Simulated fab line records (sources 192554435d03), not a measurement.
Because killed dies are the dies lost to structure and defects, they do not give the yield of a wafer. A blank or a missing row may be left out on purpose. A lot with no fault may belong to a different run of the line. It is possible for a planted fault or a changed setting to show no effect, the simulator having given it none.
The tool behind it: which one? :: flow n5-finfet :: 24 lots with 72 wafers sampled at 6 steps, on a route of 1938 steps

== WHAT THE GAUGES SHOWED, per wafer ==
N5_BEOL_M6_INSPECT_13: inspects for defects (brightfield).
lot: L074
measured: day 9 12:30
on: defect-inspect-01
raw-defect-count: 547 385 589

lot: L075
measured: day 9 16:18
on: defect-inspect-01
raw-defect-count: 497 683 333

lot: L076
measured: day 9 16:34
on: defect-inspect-02
raw-defect-count: 688 395 372

lot: L078
measured: day 9 16:55
on: defect-inspect-01
raw-defect-count: 309 321 303

lot: L077
measured: day 10 02:47
on: defect-inspect-01
raw-defect-count: 588 462 443

lot: L081
measured: day 10 08:07
on: defect-inspect-01
raw-defect-count: 517 465 530

lot: L080
measured: day 10 11:11
on: defect-inspect-02
raw-defect-count: 291 431 320

lot: L079
measured: day 10 16:04
on: defect-inspect-01
raw-defect-count: 322 367 420

lot: L083
measured: day 10 19:04
on: defect-inspect-01
raw-defect-count: 343 441 392

lot: L082
measured: day 10 19:17
on: defect-inspect-02
raw-defect-count: 286 407 495

lot: L084
measured: day 11 13:20
on: defect-inspect-01
raw-defect-count: 350 351 253

lot: L085
measured: day 11 17:05
on: defect-inspect-02
raw-defect-count: 457 428 587

lot: L086
measured: day 12 01:05
on: defect-inspect-01
raw-defect-count: 386 386 418

lot: L088
measured: day 12 04:45
on: defect-inspect-02
raw-defect-count: 478 431 410

lot: L092
measured: day 12 18:50
on: defect-inspect-01
raw-defect-count: 441 479 397

lot: L089
measured: day 12 19:00
on: defect-inspect-01
raw-defect-count: 591 459 469

lot: L087
measured: day 12 19:10
on: defect-inspect-02
raw-defect-count: 459 423 292

lot: L090
measured: day 13 02:24
on: defect-inspect-02
raw-defect-count: 349 300 382

lot: L091
measured: day 13 03:49
on: defect-inspect-01
raw-defect-count: 341 375 329

lot: L093
measured: day 13 09:20
on: defect-inspect-01
raw-defect-count: 414 351 468

lot: L094
measured: day 13 09:35
on: defect-inspect-01
raw-defect-count: 475 368 575

lot: L095
measured: day 14 15:57
on: defect-inspect-02
raw-defect-count: 361 342 298

lot: L097
measured: day 15 00:49
on: defect-inspect-01
raw-defect-count: 417 551 532

lot: L096
measured: day 15 20:16
on: defect-inspect-01
raw-defect-count: 436 533 529

N5_BEOL_M6_CD_MEAS_18: pitch 80 nm, target cd 40 nm.
lot: L074
measured: day 9 12:59
on: cd-sem-02
cd-nm (nm): 39.8 41.0 39.8

lot: L075
measured: day 9 16:51
on: cd-sem-02
cd-nm (nm): 40.4 39.1 39.7

lot: L076
measured: day 9 17:08
on: cd-sem-02
cd-nm (nm): 39.9 40.0 40.5

lot: L078
measured: day 9 17:25
on: cd-sem-03
cd-nm (nm): 39.1 38.1 39.0

lot: L077
measured: day 10 03:19
on: cd-sem-03
cd-nm (nm): 38.3 40.1 39.6

lot: L081
measured: day 10 08:37
on: cd-sem-03
cd-nm (nm): 39.8 39.3 39.6

lot: L080
measured: day 10 11:50
on: cd-sem-01
cd-nm (nm): 39.5 37.8 38.8

lot: L079
measured: day 10 16:39
on: cd-sem-02
cd-nm (nm): 39.0 39.8 40.1

lot: L083
measured: day 10 19:40
on: cd-sem-01
cd-nm (nm): 40.0 40.3 40.4

lot: L082
measured: day 10 20:06
on: cd-sem-02
cd-nm (nm): 39.7 39.5 38.2

lot: L084
measured: day 11 13:55
on: cd-sem-03
cd-nm (nm): 37.7 38.5 38.3

lot: L085
measured: day 11 17:40
on: cd-sem-01
cd-nm (nm): 39.8 39.8 39.3

lot: L086
measured: day 12 01:50
on: cd-sem-01
cd-nm (nm): 39.5 40.0 40.0

lot: L088
measured: day 12 05:20
on: cd-sem-02
cd-nm (nm): 39.8 38.0 40.4

lot: L092
measured: day 12 19:25
on: cd-sem-01
cd-nm (nm): 38.5 39.1 40.2

lot: L089
measured: day 12 19:43
on: cd-sem-01
cd-nm (nm): 39.3 39.6 39.6

lot: L087
measured: day 12 19:45
on: cd-sem-02
cd-nm (nm): 39.4 39.0 38.8

lot: L090
measured: day 13 02:53
on: cd-sem-02
cd-nm (nm): 41.2 40.0 39.9

lot: L091
measured: day 13 04:18
on: cd-sem-03
cd-nm (nm): 37.6 38.8 39.9

lot: L093
measured: day 13 09:49
on: cd-sem-01
cd-nm (nm): 39.9 40.9 40.5

lot: L094
measured: day 13 10:05
on: cd-sem-01
cd-nm (nm): 39.5 39.3 39.8

lot: L095
measured: day 14 16:26
on: cd-sem-03
cd-nm (nm): 39.9 39.6 40.2

lot: L097
measured: day 15 01:19
on: cd-sem-01
cd-nm (nm): 38.7 39.9 40.2

lot: L096
measured: day 15 20:48
on: cd-sem-03
cd-nm (nm): 39.7 39.1 39.6

N5_BEOL_M7_OVL_MEAS_12.
lot: L074
measured: day 9 19:55
on: overlay-02
M7_OVL (nm): -0.5 -0.9 -0.7

lot: L075
measured: day 9 23:07
on: overlay-01
M7_OVL (nm): 0.3 0.6 0.2

lot: L076
measured: day 10 02:19
on: overlay-02
M7_OVL (nm): -0.2 -0.5 -1.1

lot: L078
measured: day 10 02:32
on: overlay-02
M7_OVL (nm): 0.6 0.8 1.0

lot: L077
measured: day 10 10:38
on: overlay-02
M7_OVL (nm): 0.3 -0.1 0.9

lot: L081
measured: day 10 16:14
on: overlay-02
M7_OVL (nm): 0.6 -0.7 0.0

lot: L080
measured: day 10 22:08
on: overlay-02
M7_OVL (nm): -0.4 0.8 0.7

lot: L079
measured: day 10 22:38
on: overlay-02
M7_OVL (nm): 0.1 -0.3 0.6

lot: L083
measured: day 11 02:17
on: overlay-01
M7_OVL (nm): 1.8 0.7 0.9

lot: L082
measured: day 11 02:26
on: overlay-01
M7_OVL (nm): 0.4 0.7 0.1

lot: L084
measured: day 11 20:45
on: overlay-01
M7_OVL (nm): -1.0 -1.1 -2.0

lot: L085
measured: day 11 23:47
on: overlay-02
M7_OVL (nm): -1.0 -1.2 -1.1

lot: L086
measured: day 12 08:13
on: overlay-02
M7_OVL (nm): -0.4 0.3 -0.4

lot: L088
measured: day 12 11:44
on: overlay-02
M7_OVL (nm): 0.4 1.0 -0.3

lot: L092
measured: day 13 02:05
on: overlay-02
M7_OVL (nm): 1.9 0.7 0.6

lot: L089
measured: day 13 02:15
on: overlay-01
M7_OVL (nm): -0.2 -0.4 -0.7

lot: L087
measured: day 13 02:25
on: overlay-01
M7_OVL (nm): 0.7 0.8 0.5

lot: L090
measured: day 13 12:17
on: overlay-01
M7_OVL (nm): 0.4 0.9 1.4

lot: L091
measured: day 13 12:34
on: overlay-01
M7_OVL (nm): -1.0 -0.1 0.7

lot: L093
measured: day 13 18:01
on: overlay-01
M7_OVL (nm): 0.3 -0.3 -0.7

lot: L094
measured: day 13 18:15
on: overlay-01
M7_OVL (nm): -0.4 0.5 0.6

lot: L095
measured: day 15 01:02
on: overlay-02
M7_OVL (nm): 0.0 0.3 0.1

lot: L097
measured: day 15 07:53
on: overlay-02
M7_OVL (nm): 1.6 -0.4 0.7

lot: L096
measured: day 16 04:28
on: overlay-01
M7_OVL (nm): -0.3 -0.4 -0.9

== EACH LOT AND THE TOOL THAT RAN IT (in order: tool; ch and the chambers of the sampled wafers; start) ==
lot: L074
N5_BEOL_M6_ETCH_61: rie-diel-06 ch 0,3, day 9 12:34
N5_BEOL_M6_ANNEAL_51: rtp-anneal-01 ch 0, day 9 17:00
N5_BEOL_M6_CMP_52: cmp-03 ch 1,2,3, day 9 17:20

lot: L075
N5_BEOL_M6_ETCH_61: rie-diel-03 ch 0,2, day 9 16:26
N5_BEOL_M6_ANNEAL_51: rtp-anneal-02 ch 0, day 9 20:39
N5_BEOL_M6_CMP_52: cmp-01 ch 0,2,3, day 9 20:58

lot: L076
N5_BEOL_M6_ETCH_61: rie-diel-06 ch 1,2,3, day 9 16:38
N5_BEOL_M6_ANNEAL_51: rtp-anneal-02 ch 0, day 9 22:27
N5_BEOL_M6_CMP_52: cmp-01 ch 0,2, day 9 22:45

lot: L078
N5_BEOL_M6_ETCH_61: rie-diel-01 ch 0,2,3, day 9 16:59
N5_BEOL_M6_ANNEAL_51: rtp-anneal-02 ch 0, day 9 22:43
N5_BEOL_M6_CMP_52: cmp-01 ch 2,3, day 9 23:01

lot: L077
N5_BEOL_M6_ETCH_61: rie-diel-06 ch 0,2,3, day 10 02:51
N5_BEOL_M6_ANNEAL_51: rtp-anneal-01 ch 0, day 10 07:48
N5_BEOL_M6_CMP_52: cmp-02 ch 1,2,3, day 10 08:04

lot: L081
N5_BEOL_M6_ETCH_61: rie-diel-06 ch 0,2, day 10 08:11
N5_BEOL_M6_ANNEAL_51: rtp-anneal-01 ch 0, day 10 12:10
N5_BEOL_M6_CMP_52: cmp-03 ch 1,2,3, day 10 12:29

lot: L080
N5_BEOL_M6_ETCH_61: rie-diel-01 ch 0,2, day 10 11:16
N5_BEOL_M6_ANNEAL_51: rtp-anneal-01 ch 0, day 10 18:50
N5_BEOL_M6_CMP_52: cmp-02 ch 1,2,3, day 10 19:13

lot: L079
N5_BEOL_M6_ETCH_61: rie-diel-06 ch 2,3, day 10 16:08
N5_BEOL_M6_ANNEAL_51: rtp-anneal-01 ch 0, day 10 19:59
N5_BEOL_M6_CMP_52: cmp-03 ch 0,2,3, day 10 20:16

lot: L083
N5_BEOL_M6_ETCH_61: rie-diel-06 ch 0,2,3, day 10 19:08
N5_BEOL_M6_ANNEAL_51: rtp-anneal-01 ch 0, day 10 23:40
N5_BEOL_M6_CMP_52: cmp-01 ch 0,2,3, day 10 23:58

lot: L082
N5_BEOL_M6_ETCH_61: rie-diel-01 ch 1,2, day 10 19:40
N5_BEOL_M6_ANNEAL_51: rtp-anneal-01 ch 0, day 10 23:59
N5_BEOL_M6_CMP_52: cmp-02 ch 0,1,2, day 11 00:20

lot: L084
N5_BEOL_M6_ETCH_61: rie-diel-06 ch 1,2, day 11 13:23
N5_BEOL_M6_ANNEAL_51: rtp-anneal-02 ch 0, day 11 18:19
N5_BEOL_M6_CMP_52: cmp-01 ch 0,1,3, day 11 18:37

lot: L085
N5_BEOL_M6_ETCH_61: rie-diel-01 ch 1,2, day 11 17:10
N5_BEOL_M6_ANNEAL_51: rtp-anneal-02 ch 0, day 11 20:49
N5_BEOL_M6_CMP_52: cmp-03 ch 0,2,3, day 11 21:07

lot: L086
N5_BEOL_M6_ETCH_61: rie-diel-03 ch 0,1,3, day 12 01:23
N5_BEOL_M6_ANNEAL_51: rtp-anneal-01 ch 0, day 12 05:31
N5_BEOL_M6_CMP_52: cmp-01 ch 1,2,3, day 12 05:46

lot: L088
N5_BEOL_M6_ETCH_61: rie-diel-06 ch 2,3, day 12 04:49
N5_BEOL_M6_ANNEAL_51: rtp-anneal-02 ch 0, day 12 09:32
N5_BEOL_M6_CMP_52: cmp-02 ch 1,3, day 12 09:49

lot: L092
N5_BEOL_M6_ETCH_61: rie-diel-06 ch 1,2, day 12 18:54
N5_BEOL_M6_ANNEAL_51: rtp-anneal-01 ch 0, day 12 23:04
N5_BEOL_M6_CMP_52: cmp-01 ch 0,2,3, day 12 23:24

lot: L089
N5_BEOL_M6_ETCH_61: rie-diel-01 ch 0,1,3, day 12 19:17
N5_BEOL_M6_ANNEAL_51: rtp-anneal-02 ch 0, day 12 23:31
N5_BEOL_M6_CMP_52: cmp-02 ch 0,2,3, day 12 23:46

lot: L087
N5_BEOL_M6_ETCH_61: rie-diel-06 ch 1,2, day 12 19:17
N5_BEOL_M6_ANNEAL_51: rtp-anneal-01 ch 0, day 12 23:30
N5_BEOL_M6_CMP_52: cmp-01 ch 0,1, day 12 23:56

lot: L090
N5_BEOL_M6_ETCH_61: rie-diel-01 ch 1,3, day 13 02:28
N5_BEOL_M6_ANNEAL_51: rtp-anneal-02 ch 0, day 13 08:38
N5_BEOL_M6_CMP_52: cmp-02 ch 1,2, day 13 09:07

lot: L091
N5_BEOL_M6_ETCH_61: rie-diel-03 ch 1,2,3, day 13 03:53
N5_BEOL_M6_ANNEAL_51: rtp-anneal-01 ch 0, day 13 08:56
N5_BEOL_M6_CMP_52: cmp-02 ch 0,1,2, day 13 09:36

lot: L093
N5_BEOL_M6_ETCH_61: rie-diel-06 ch 1,2,3, day 13 09:24
N5_BEOL_M6_ANNEAL_51: rtp-anneal-01 ch 0, day 13 14:44
N5_BEOL_M6_CMP_52: cmp-01 ch 0,1,3, day 13 15:02

lot: L094
N5_BEOL_M6_ETCH_61: rie-diel-01 ch 0,3, day 13 09:40
N5_BEOL_M6_ANNEAL_51: rtp-anneal-02 ch 0, day 13 14:51
N5_BEOL_M6_CMP_52: cmp-02 ch 1,2,3, day 13 15:19

lot: L095
N5_BEOL_M6_ETCH_61: rie-diel-03 ch 0,2,3, day 14 16:01
N5_BEOL_M6_ANNEAL_51: rtp-anneal-01 ch 0, day 14 21:51
N5_BEOL_M6_CMP_52: cmp-03 ch 1,2,3, day 14 22:11

lot: L097
N5_BEOL_M6_ETCH_61: rie-diel-03 ch 0,1,3, day 15 00:53
N5_BEOL_M6_ANNEAL_51: rtp-anneal-01 ch 0, day 15 04:30
N5_BEOL_M6_CMP_52: cmp-01 ch 1,2, day 15 04:50

lot: L096
N5_BEOL_M6_ETCH_61: rie-diel-03 ch 0,1,3, day 15 20:23
N5_BEOL_M6_ANNEAL_51: rtp-anneal-01 ch 0, day 16 00:34
N5_BEOL_M6_CMP_52: cmp-03 ch 1,2,3, day 16 00:49
- N5_BEOL_M6_ETCH_61: etches SiARC in CF4, target depth 45.5 nm, time 75.8 s.
- N5_BEOL_M6_ANNEAL_51: time 90 s.
- N5_BEOL_M6_CMP_52: polishes, stops on SiCOH lowk, t overpolish 6.9 s, target thk 80 nm.

== WHAT THE TOOLS THEMSELVES READ (means of the sampled wafers that have a number; where no wafer has one, the mark that the record gives instead) ==
N5_BEOL_M6_ETCH_61.
lot: L074
tool: rie-diel-06
drypump-motor-current-A (A): 5.4
etch-rf-on-time-s (s): 77.3
oes-product-au (a.u.): 0.69
rf-vpp-V (V): 185.1
showerhead-plenum-p-Torr (Torr): 2.21
throttle-valve-pct (%): 15.64

lot: L075
tool: rie-diel-03
drypump-motor-current-A (A): 5.9
etch-rf-on-time-s (s): 74.0
oes-product-au (a.u.): 0.62
rf-vpp-V (V): 183.2
showerhead-plenum-p-Torr (Torr): 2.13
throttle-valve-pct (%): 15.79

lot: L076
tool: rie-diel-06
drypump-motor-current-A (A): 5.7
etch-rf-on-time-s (s): 78.7
oes-product-au (a.u.): 0.63
rf-vpp-V (V): 183.8
showerhead-plenum-p-Torr (Torr): 2.17
throttle-valve-pct (%): 15.70

lot: L078
tool: rie-diel-01
drypump-motor-current-A (A): 6.2
etch-rf-on-time-s (s): 76.2
oes-product-au (a.u.): 0.67
rf-vpp-V (V): 184.0
showerhead-plenum-p-Torr (Torr): 2.17
throttle-valve-pct (%): 15.80

lot: L077
tool: rie-diel-06
drypump-motor-current-A (A): 5.5
etch-rf-on-time-s (s): 76.9
oes-product-au (a.u.): 0.66
rf-vpp-V (V): 185.0
showerhead-plenum-p-Torr (Torr): 2.19
throttle-valve-pct (%): 15.63

lot: L081
tool: rie-diel-06
drypump-motor-current-A (A): 5.6
etch-rf-on-time-s (s): 75.0
oes-product-au (a.u.): 0.65
rf-vpp-V (V): 185.3
showerhead-plenum-p-Torr (Torr): 2.21
throttle-valve-pct (%): 15.68

lot: L080
tool: rie-diel-01
drypump-motor-current-A (A): 6.3
etch-rf-on-time-s (s): 77.3
oes-product-au (a.u.): 0.71
rf-vpp-V (V): 184.5
showerhead-plenum-p-Torr (Torr): 2.20
throttle-valve-pct (%): 15.69

lot: L079
tool: rie-diel-06
drypump-motor-current-A (A): 5.3
etch-rf-on-time-s (s): 79.7
oes-product-au (a.u.): 0.66
rf-vpp-V (V): 184.3
showerhead-plenum-p-Torr (Torr): 2.16
throttle-valve-pct (%): 15.60

lot: L083
tool: rie-diel-06
drypump-motor-current-A (A): 5.5
etch-rf-on-time-s (s): 77.8
oes-product-au (a.u.): 0.65
rf-vpp-V (V): 184.0
showerhead-plenum-p-Torr (Torr): 2.18
throttle-valve-pct (%): 15.65

lot: L082
tool: rie-diel-01
drypump-motor-current-A (A): 6.1
etch-rf-on-time-s (s): 77.5
oes-product-au (a.u.): 0.64
rf-vpp-V (V): 184.3
showerhead-plenum-p-Torr (Torr): 2.09
throttle-valve-pct (%): 15.67

lot: L084
tool: rie-diel-06
drypump-motor-current-A (A): 5.8
etch-rf-on-time-s (s): 77.3
oes-product-au (a.u.): 0.67
rf-vpp-V (V): 184.8
showerhead-plenum-p-Torr (Torr): 2.14
throttle-valve-pct (%): 15.57

lot: L085
tool: rie-diel-01
drypump-motor-current-A (A): 6.0
etch-rf-on-time-s (s): 77.2
oes-product-au (a.u.): 0.63
rf-vpp-V (V): 183.3
showerhead-plenum-p-Torr (Torr): 2.08
throttle-valve-pct (%): 15.68

lot: L086
tool: rie-diel-03
drypump-motor-current-A (A): 5.9
etch-rf-on-time-s (s): 75.0
oes-product-au (a.u.): 0.66
rf-vpp-V (V): 184.2
showerhead-plenum-p-Torr (Torr): 2.13
throttle-valve-pct (%): 15.73

lot: L088
tool: rie-diel-06
drypump-motor-current-A (A): 5.3
etch-rf-on-time-s (s): 79.4
oes-product-au (a.u.): 0.64
rf-vpp-V (V): 184.1
showerhead-plenum-p-Torr (Torr): 2.16
throttle-valve-pct (%): 15.64

lot: L092
tool: rie-diel-06
drypump-motor-current-A (A): 6.1
etch-rf-on-time-s (s): 76.1
oes-product-au (a.u.): 0.73
rf-vpp-V (V): 183.9
showerhead-plenum-p-Torr (Torr): 2.16
throttle-valve-pct (%): 15.53

lot: L089
tool: rie-diel-01
drypump-motor-current-A (A): 6.2
etch-rf-on-time-s (s): 76.6
oes-product-au (a.u.): 0.68
rf-vpp-V (V): 183.9
showerhead-plenum-p-Torr (Torr): 2.12
throttle-valve-pct (%): 15.67

lot: L087
tool: rie-diel-06
drypump-motor-current-A (A): 5.8
etch-rf-on-time-s (s): 77.7
oes-product-au (a.u.): 0.66
rf-vpp-V (V): 183.0
showerhead-plenum-p-Torr (Torr): 2.13
throttle-valve-pct (%): 15.60

lot: L090
tool: rie-diel-01
drypump-motor-current-A (A): 6.0
etch-rf-on-time-s (s): 76.4
oes-product-au (a.u.): 0.66
rf-vpp-V (V): 182.8
showerhead-plenum-p-Torr (Torr): 2.05
throttle-valve-pct (%): 15.64

lot: L091
tool: rie-diel-03
drypump-motor-current-A (A): 5.7
etch-rf-on-time-s (s): 77.5
oes-product-au (a.u.): 0.64
rf-vpp-V (V): 183.5
showerhead-plenum-p-Torr (Torr): 2.12
throttle-valve-pct (%): 15.58

lot: L093
tool: rie-diel-06
drypump-motor-current-A (A): 5.7
etch-rf-on-time-s (s): 77.4
oes-product-au (a.u.): 0.68
rf-vpp-V (V): 184.0
showerhead-plenum-p-Torr (Torr): 2.16
throttle-valve-pct (%): 15.59

lot: L094
tool: rie-diel-01
drypump-motor-current-A (A): 6.4
etch-rf-on-time-s (s): 78.0
oes-product-au (a.u.): 0.69
rf-vpp-V (V): 183.6
showerhead-plenum-p-Torr (Torr): 2.18
throttle-valve-pct (%): 15.70

lot: L095
tool: rie-diel-03
drypump-motor-current-A (A): 5.9
etch-rf-on-time-s (s): 76.4
oes-product-au (a.u.): 0.61
rf-vpp-V (V): 184.1
showerhead-plenum-p-Torr (Torr): 2.10
throttle-valve-pct (%): 15.65

lot: L097
tool: rie-diel-03
drypump-motor-current-A (A): 6.0
etch-rf-on-time-s (s): 75.5
oes-product-au (a.u.): 0.64
rf-vpp-V (V): 183.4
showerhead-plenum-p-Torr (Torr): 2.12
throttle-valve-pct (%): 15.76

lot: L096
tool: rie-diel-03
drypump-motor-current-A (A): 5.9
etch-rf-on-time-s (s): 75.5
oes-product-au (a.u.): 0.63
rf-vpp-V (V): 183.4
showerhead-plenum-p-Torr (Torr): 2.12
throttle-valve-pct (%): 15.78

N5_BEOL_M6_ANNEAL_51.
lot: L074
tool: rtp-anneal-01
wafer_temp_C_max: 225.7

lot: L075
tool: rtp-anneal-02
wafer_temp_C_max: 226.1

lot: L076
tool: rtp-anneal-02
wafer_temp_C_max: 225.8

lot: L078
tool: rtp-anneal-02
wafer_temp_C_max: 226.5

lot: L077
tool: rtp-anneal-01
wafer_temp_C_max: 225.9

lot: L081
tool: rtp-anneal-01
wafer_temp_C_max: 225.8

lot: L080
tool: rtp-anneal-01
wafer_temp_C_max: 225.7

lot: L079
tool: rtp-anneal-01
wafer_temp_C_max: 225.8

lot: L083
tool: rtp-anneal-01
wafer_temp_C_max: 225.8

lot: L082
tool: rtp-anneal-01
wafer_temp_C_max: 225.9

lot: L084
tool: rtp-anneal-02
wafer_temp_C_max: 226.6

lot: L085
tool: rtp-anneal-02
wafer_temp_C_max: 226.5

lot: L086
tool: rtp-anneal-01
wafer_temp_C_max: 225.6

lot: L088
tool: rtp-anneal-02
wafer_temp_C_max: 226.3

lot: L092
tool: rtp-anneal-01
wafer_temp_C_max: 225.8

lot: L089
tool: rtp-anneal-02
wafer_temp_C_max: 226.4

lot: L087
tool: rtp-anneal-01
wafer_temp_C_max: 225.8

lot: L090
tool: rtp-anneal-02
wafer_temp_C_max: 226.9

lot: L091
tool: rtp-anneal-01
wafer_temp_C_max: 225.9

lot: L093
tool: rtp-anneal-01
wafer_temp_C_max: 225.9

lot: L094
tool: rtp-anneal-02
wafer_temp_C_max: 226.3

lot: L095
tool: rtp-anneal-01
wafer_temp_C_max: 225.8

lot: L097
tool: rtp-anneal-01
wafer_temp_C_max: 225.8

lot: L096
tool: rtp-anneal-01
wafer_temp_C_max: 225.9

N5_BEOL_M6_CMP_52.
lot: L074
tool: cmp-03
barrier-field-endpoint-s (s): 28.6
motor-current-A (A): 6.5
overpolish-run-s (s): 6.888
retaining-ring-pressure-frac: 1.000
time-to-endpoint-s (s): 59

lot: L075
tool: cmp-01
barrier-field-endpoint-s (s): 29.4
motor-current-A (A): 6.1
overpolish-run-s (s): 6.897
retaining-ring-pressure-frac: 0.999
time-to-endpoint-s (s): 64

lot: L076
tool: cmp-01
barrier-field-endpoint-s (s): 29.3
motor-current-A (A): 6.1
overpolish-run-s (s): 6.904
retaining-ring-pressure-frac: 1.000
time-to-endpoint-s (s): 68

lot: L078
tool: cmp-01
barrier-field-endpoint-s (s): 29.4
motor-current-A (A): 6.4
overpolish-run-s (s): 6.902
retaining-ring-pressure-frac: 1.000
time-to-endpoint-s (s): 62

lot: L077
tool: cmp-02
barrier-field-endpoint-s (s): 29.9
motor-current-A (A): 6.3
overpolish-run-s (s): 6.895
retaining-ring-pressure-frac: 0.999
time-to-endpoint-s (s): 70

lot: L081
tool: cmp-03
barrier-field-endpoint-s (s): 28.5
motor-current-A (A): 6.5
overpolish-run-s (s): 6.892
retaining-ring-pressure-frac: 1.002
time-to-endpoint-s (s): 60

lot: L080
tool: cmp-02
barrier-field-endpoint-s (s): 30.0
motor-current-A (A): 6.4
overpolish-run-s (s): 6.894
retaining-ring-pressure-frac: 1.001
time-to-endpoint-s (s): 66

lot: L079
tool: cmp-03
barrier-field-endpoint-s (s): 29.3
motor-current-A (A): 5.7
overpolish-run-s (s): 6.898
retaining-ring-pressure-frac: 1.004
time-to-endpoint-s (s): 62

lot: L083
tool: cmp-01
barrier-field-endpoint-s (s): 29.1
motor-current-A (A): 6.0
overpolish-run-s (s): 6.902
retaining-ring-pressure-frac: 0.997
time-to-endpoint-s (s): 62

lot: L082
tool: cmp-02
barrier-field-endpoint-s (s): 29.4
motor-current-A (A): 6.5
overpolish-run-s (s): 6.892
retaining-ring-pressure-frac: 0.998
time-to-endpoint-s (s): 64

lot: L084
tool: cmp-01
barrier-field-endpoint-s (s): 28.6
motor-current-A (A): 6.2
overpolish-run-s (s): 6.903
retaining-ring-pressure-frac: 1.003
time-to-endpoint-s (s): 67

lot: L085
tool: cmp-03
barrier-field-endpoint-s (s): 28.7
motor-current-A (A): 5.9
overpolish-run-s (s): 6.892
retaining-ring-pressure-frac: 0.997
time-to-endpoint-s (s): 61

lot: L086
tool: cmp-01
barrier-field-endpoint-s (s): 29.1
motor-current-A (A): 6.2
overpolish-run-s (s): 6.900
retaining-ring-pressure-frac: 0.996
time-to-endpoint-s (s): 62

lot: L088
tool: cmp-02
barrier-field-endpoint-s (s): 28.8
motor-current-A (A): 6.3
overpolish-run-s (s): 6.902
retaining-ring-pressure-frac: 1.000
time-to-endpoint-s (s): 64

lot: L092
tool: cmp-01
barrier-field-endpoint-s (s): 28.8
motor-current-A (A): 5.9
overpolish-run-s (s): 6.903
retaining-ring-pressure-frac: 1.000
time-to-endpoint-s (s): 62

lot: L089
tool: cmp-02
barrier-field-endpoint-s (s): 29.1
motor-current-A (A): 6.0
overpolish-run-s (s): 6.910
retaining-ring-pressure-frac: 1.001
time-to-endpoint-s (s): 63

lot: L087
tool: cmp-01
barrier-field-endpoint-s (s): 29.6
motor-current-A (A): 6.0
overpolish-run-s (s): 6.906
retaining-ring-pressure-frac: 0.995
time-to-endpoint-s (s): 67

lot: L090
tool: cmp-02
barrier-field-endpoint-s (s): 29.0
motor-current-A (A): 6.8
overpolish-run-s (s): 6.904
retaining-ring-pressure-frac: 0.999
time-to-endpoint-s (s): 65

lot: L091
tool: cmp-02
barrier-field-endpoint-s (s): 29.0
motor-current-A (A): 6.5
overpolish-run-s (s): 6.897
retaining-ring-pressure-frac: 1.001
time-to-endpoint-s (s): 62

lot: L093
tool: cmp-01
barrier-field-endpoint-s (s): 29.2
motor-current-A (A): 6.2
overpolish-run-s (s): 6.907
retaining-ring-pressure-frac: 1.009
time-to-endpoint-s (s): 62

lot: L094
tool: cmp-02
barrier-field-endpoint-s (s): 31.1
motor-current-A (A): 6.4
overpolish-run-s (s): 6.908
retaining-ring-pressure-frac: 1.004
time-to-endpoint-s (s): 69

lot: L095
tool: cmp-03
barrier-field-endpoint-s (s): 28.2
motor-current-A (A): 6.5
overpolish-run-s (s): 6.895
retaining-ring-pressure-frac: 1.000
time-to-endpoint-s (s): 59

lot: L097
tool: cmp-01
barrier-field-endpoint-s (s): 29.0
motor-current-A (A): 6.4
overpolish-run-s (s): 6.890
retaining-ring-pressure-frac: 0.999
time-to-endpoint-s (s): 63

lot: L096
tool: cmp-03
barrier-field-endpoint-s (s): 29.4
motor-current-A (A): 6.5
overpolish-run-s (s): 6.898
retaining-ring-pressure-frac: 1.001
time-to-endpoint-s (s): 61

== THE ANSWER, worked out from the rows above alone ==
Rule: the lots themselves supply what counts as usual. Put in order of their means at a reading, lots are off if they are a third of the lots or fewer, leave a main group of 4 or more, and stand apart from it by a gap of 3 or more times the standard deviation of the main group's means; of several such gaps the widest counts. A main group whose means are all the same, to the digits that the tables above print for the reading, isn't used. A lot without any number at a reading at which 4 lots or more have one is off too. Where the step has rows for the other lots, those lots are counted as sound. After the gauges, taken in route order, come the tools' own readings; for these a lot's mean is taken, as printed above. The first step at which some lot is off is used, and at that step the reading that is off furthest; a lot without a number counts as furthest.
No lot is off at any reading shown: from this, nothing can be told.

== WHAT WAS PUT IN BY THE SIMULATOR ==
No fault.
